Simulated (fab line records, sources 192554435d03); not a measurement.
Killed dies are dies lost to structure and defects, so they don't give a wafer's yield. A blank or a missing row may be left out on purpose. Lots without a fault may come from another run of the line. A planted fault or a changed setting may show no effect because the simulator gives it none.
Which tool did it? | flow n5_finfet | 10 lots, 28 wafers sampled, at 5 steps of a route of 1938

WHAT THE GAUGES READ, wafer by wafer
N5_BEOL_M4_RC_MEAS_101. Usual: DIBL_N 36.3 mV/V, standard deviation 1.2; DIBL_P 36.7 mV/V, standard deviation 1.5; IOFF_N 0.164 nA/um, standard deviation 0.02; IOFF_P 0.214 nA/um, standard deviation 0.024; ION_N 673 uA/um, standard deviation 8.5; ION_P 461 uA/um, standard deviation 5.9; SS_N 71.6 mV/dec, standard deviation 0.44; SS_P 73.3 mV/dec, standard deviation 0.55; VT_N 249.4 mV, standard deviation 2.4; VT_P -250.0 mV, standard deviation 2.3.
lot  | measured     | on        | DIBL_N (mV/V)  | DIBL_P (mV/V)  | IOFF_N (nA/um)    | IOFF_P (nA/um)    | ION_N (uA/um) | ION_P (uA/um) | SS_N (mV/dec)  | SS_P (mV/dec)  | VT_N (mV)         | VT_P (mV)            | flag
L238 | day 7 14:05  | prober-01 | 36.3 35.6 36.4 | 35.8 34.9 35.2 | 0.162 0.149 0.160 | 0.194 0.182 0.188 | 674 654 655   | 458 449 453   | 71.9 71.7 71.4 | 73.4 73.3 74.0 | 249.4 250.6 249.2 | -251.8 -255.3 -251.0 |
L240 | day 9 02:45  | prober-01 | 35.1 34.0 35.6 | 36.3 34.5 37.5 | 0.140 0.123 0.162 | 0.184 0.166 0.199 | 657 662 678   | 452 454 459   | 71.0 71.6 71.6 | 72.7 72.7 73.4 | 250.2 251.7 249.5 | -253.4 -255.6 -253.3 |
L241 | day 8 06:36  | prober-02 | 37.0 35.4 34.7 | 37.7 36.0 35.2 | 0.187 0.150 0.138 | 0.214 0.183 0.173 | 688 673 665   | 461 456 456   | 72.5 71.9 71.7 | 73.3 73.1 72.8 | 246.9 251.1 250.6 | -248.0 -253.8 -253.1 |
L242 | day 8 20:59  | prober-01 | 36.0 36.0 36.9 | 36.0 35.6 37.8 | 0.149 0.144 0.173 | 0.187 0.178 0.210 | 658 661 673   | 446 452 458   | 71.7 71.4 72.4 | 73.1 73.0 73.6 | 253.4 253.4 250.8 | -250.9 -251.6 -251.3 |
L245 | day 10 09:23 | prober-02 | 34.4 36.3 35.7 | 35.5 37.5 36.6 | 0.140 0.174 0.159 | 0.198 0.229 0.215 | 668 675 668   | 457 464 458   | 71.3 71.7 71.5 | 72.5 73.4 73.4 | 252.3 248.8 250.5 | -248.4 -248.3 -249.8 |
L248 | day 10 14:59 | prober-01 | 37.1 36.1      | 37.1 37.2      | 0.197 0.175       | 0.226 0.225       | 686 676       | 462 459       | 72.0 71.8      | 73.9 73.9      | 243.9 247.5       | -252.1 -248.6        |
L249 | day 10 17:22 | prober-02 | 38.5 36.8      | 39.1 37.5      | 0.217 0.172       | 0.266 0.242       | 692 673       | 470 459       | 72.3 72.2      | 74.8 74.5      | 247.0 250.8       | -248.6 -247.8        |
L254 | day 12 05:11 | prober-02 | 36.0 34.2 35.2 | 36.7 33.7 34.7 | 0.159 0.129 0.141 | 0.232 0.190 0.192 | 679 669 663   | 466 463 457   | 72.1 71.5 71.1 | 73.3 72.7 72.7 | 249.3 251.4 250.4 | -248.2 -248.6 -251.4 |
L260 | day 13 14:47 | prober-02 | 38.4 39.1 37.7 | 38.8 39.1 37.5 | 0.186 0.205 0.175 | 0.236 0.240 0.207 | 677 685 684   | 466 467 463   | 71.4 72.2 71.6 | 73.5 73.5 72.5 | 249.3 246.7 248.6 | -249.4 -248.1 -252.9 |
L261 | day 13 19:11 | prober-02 | 36.3 36.1 38.6 | 38.1 38.3 40.1 | 0.159 0.160 0.200 | 0.214 0.214 0.258 | 680 672 682   | 465 465 469   | 71.2 71.2 72.3 | 73.8 73.3 74.7 | 251.0 251.5 247.2 | -251.5 -250.7 -249.7 |

WHICH TOOL RAN EACH LOT (tool, then ch and the chambers of the sampled wafers, then the start)
lot  | N5_MOL_CONTACT_COAG_TI_SIL_19 | N5_MOL_CONTACT_COAG_ALD_20          | N5_MOL_CONTACT_COAG_SPUTTER_143 | N5_MOL_CONTACT_COAG_PRE_CLEAN_142
L238 | pvd_sputter-03, day 4 17:28   | ald_metal-02 ch 0,2,3, day 4 17:35  | pvd_sputter-01, day 4 18:27     | pvd_sputter-01, day 4 21:16
L240 | pvd_sputter-03, day 5 09:19   | ald_metal-04 ch 1,2, day 5 09:26    | pvd_sputter-01, day 5 11:26     | pvd_sputter-01, day 5 14:33
L241 | pvd_sputter-01, day 5 11:11   | ald_metal-02 ch 0,1,3, day 5 11:19  | pvd_sputter-01, day 5 12:07     | pvd_sputter-03, day 5 14:39
L242 | pvd_sputter-01, day 5 18:05   | ald_metal-02 ch 0,2,3, day 5 18:13  | pvd_sputter-02, day 5 19:02     | pvd_sputter-03, day 5 22:07
L245 | pvd_sputter-03, day 7 01:16   | ald_metal-04 ch 0,2, day 7 01:23    | pvd_sputter-01, day 7 02:02     | pvd_sputter-02, day 7 06:08
L248 | pvd_sputter-02, day 7 06:51   | ald_metal-02 ch 0,2, day 7 06:58    | pvd_sputter-02, day 7 09:20     | pvd_sputter-02, day 7 12:45
L249 | pvd_sputter-01, day 7 17:18   | ald_metal-02 ch 1,3, day 7 17:26    | pvd_sputter-03, day 7 18:36     | pvd_sputter-01, day 7 22:02
L254 | pvd_sputter-02, day 9 07:04   | ald_metal-04 ch 0,1,3, day 9 07:16  | pvd_sputter-03, day 9 08:14     | pvd_sputter-01, day 9 11:28
L260 | pvd_sputter-02, day 10 11:33  | ald_metal-03 ch 1,2,3, day 10 11:41 | pvd_sputter-03, day 10 13:26    | pvd_sputter-02, day 10 16:31
L261 | pvd_sputter-02, day 10 16:40  | ald_metal-03 ch 0,2,3, day 10 16:47 | pvd_sputter-02, day 10 17:34    | pvd_sputter-01, day 10 20:23
- N5_MOL_CONTACT_COAG_TI_SIL_19: material Ti, target thk 4.2 nm, time 15 s.
- N5_MOL_CONTACT_COAG_ALD_20: deposits TiN, target thk 1.5 nm, pulse time 1 s, purge time 3 s.
- N5_MOL_CONTACT_COAG_SPUTTER_143: material Co, target thk 2.5 nm.
- N5_MOL_CONTACT_COAG_PRE_CLEAN_142: time 60 s.

WHAT THE TOOLS THEMSELVES READ (means of the sampled wafers that have a number; where no wafer has one, the mark that the record gives instead)
N5_MOL_CONTACT_COAG_TI_SIL_19. Usual: chamber_pressure_pa 5.001 Pa, standard deviation 0.0093; susceptor_temp_C 200.01 C, standard deviation 0.15; throttle_valve_pct 29.8 %, standard deviation 0.96.
lot  | tool           | chamber_pressure_pa (Pa) | susceptor_temp_C (C) | throttle_valve_pct (%) | flag
L238 | pvd_sputter-03 | 4.998                    | 199.69               | 28.7                   |
L240 | pvd_sputter-03 | 5.002                    | 200.11               | 29.6                   |
L241 | pvd_sputter-01 | 5.001                    | 200.08               | 29.9                   |
L242 | pvd_sputter-01 | 5.006                    | 200.13               | 29.8                   |
L245 | pvd_sputter-03 | 5.002                    | 200.01               | 30.2                   |
L248 | pvd_sputter-02 | 5.004                    | 199.87               | 29.3                   |
L249 | pvd_sputter-01 | 5.011                    | 200.04               | 29.9                   |
L254 | pvd_sputter-02 | 5.003                    | 200.04               | 29.7                   |
L260 | pvd_sputter-02 | 4.998                    | 200.08               | 30.1                   |
L261 | pvd_sputter-02 | 4.997                    | 200.03               | 29.2                   |

N5_MOL_CONTACT_COAG_ALD_20. Usual: heater_power_w 885 W, standard deviation 87; precursor_pulse_height_rel 1.001, standard deviation 0.02; susceptor_temp_C 400.01 C, standard deviation 0.23.
lot  | tool         | heater_power_w (W) | precursor_pulse_height_rel | susceptor_temp_C (C) | flag
L238 | ald_metal-02 | 872                | 0.995                      | 400.00               |
L240 | ald_metal-04 | 931                | 1.001                      | 399.98               |
L241 | ald_metal-02 | 929                | 1.009                      | 400.04               |
L242 | ald_metal-02 | 879                | 1.006                      | 400.19               |
L245 | ald_metal-04 | 883                | 0.989                      | 400.19               |
L248 | ald_metal-02 | 880                | 0.986                      | 400.14               |
L249 | ald_metal-02 | 902                | 0.992                      | 399.97               |
L254 | ald_metal-04 | 943                | 0.992                      | 399.93               |
L260 | ald_metal-03 | 898                | 0.983                      | 400.09               |
L261 | ald_metal-03 | 881                | 0.993                      | 400.02               |

N5_MOL_CONTACT_COAG_SPUTTER_143. Usual: chamber_pressure_pa 0.2000 Pa, standard deviation 0.0004; susceptor_temp_C 24.99 C, standard deviation 0.11; throttle_valve_pct 29.8 %, standard deviation 1.
lot  | tool           | chamber_pressure_pa (Pa) | susceptor_temp_C (C) | throttle_valve_pct (%) | flag
L238 | pvd_sputter-01 | 0.2000                   | 24.98                | 29.7                   |
L240 | pvd_sputter-01 | 0.2000                   | 24.94                | 29.8                   |
L241 | pvd_sputter-01 | 0.2001                   | 25.10                | 29.5                   |
L242 | pvd_sputter-02 | 0.2000                   | 24.97                | 29.6                   |
L245 | pvd_sputter-01 | 0.1999                   | 24.96                | 30.2                   |
L248 | pvd_sputter-02 | 0.1998                   | 24.93                | 30.1                   |
L249 | pvd_sputter-03 | 0.1996                   | 24.91                | 28.5                   |
L254 | pvd_sputter-03 | 0.2001                   | 25.07                | 30.2                   |
L260 | pvd_sputter-03 | 0.1999                   | 25.03                | 30.9                   |
L261 | pvd_sputter-02 | 0.2001                   | 25.11                | 29.6                   |

N5_MOL_CONTACT_COAG_PRE_CLEAN_142. Usual: heater_power_w 454 W, standard deviation 37; susceptor_temp_C 300.03 C, standard deviation 0.18.
lot  | tool           | heater_power_w (W) | susceptor_temp_C (C) | flag
L238 | pvd_sputter-01 | 409                | 300.06               |
L240 | pvd_sputter-01 | 430                | 300.03               |
L241 | pvd_sputter-03 | 434                | 299.93               |
L242 | pvd_sputter-03 | 440                | 299.90               |
L245 | pvd_sputter-02 | 475                | 300.17               |
L248 | pvd_sputter-02 | 460                | 299.98               |
L249 | pvd_sputter-01 | 404                | 299.99               |
L254 | pvd_sputter-01 | 433                | 299.92               |
L260 | pvd_sputter-02 | 466                | 300.17               |
L261 | pvd_sputter-01 | 435                | 299.85               |

THE ANSWER, worked out from the rows above alone
Rule: a lot is off if the mean of its wafers that have a number lies more than 3 standard deviations from the usual mean. A lot without any number at a reading at which 4 lots or more have one is off too. The other lots that the step has rows for count as sound. The gauges are gone through in route order, then the tools' own readings, and for those a lot's mean is taken as printed above. The first step at which some lot is off is used, and at that step the reading that is off furthest; a lot without a number counts as furthest.
No lot is off at any reading shown: from this, nothing can be told.

WHAT THE SIMULATOR HAD PUT IN
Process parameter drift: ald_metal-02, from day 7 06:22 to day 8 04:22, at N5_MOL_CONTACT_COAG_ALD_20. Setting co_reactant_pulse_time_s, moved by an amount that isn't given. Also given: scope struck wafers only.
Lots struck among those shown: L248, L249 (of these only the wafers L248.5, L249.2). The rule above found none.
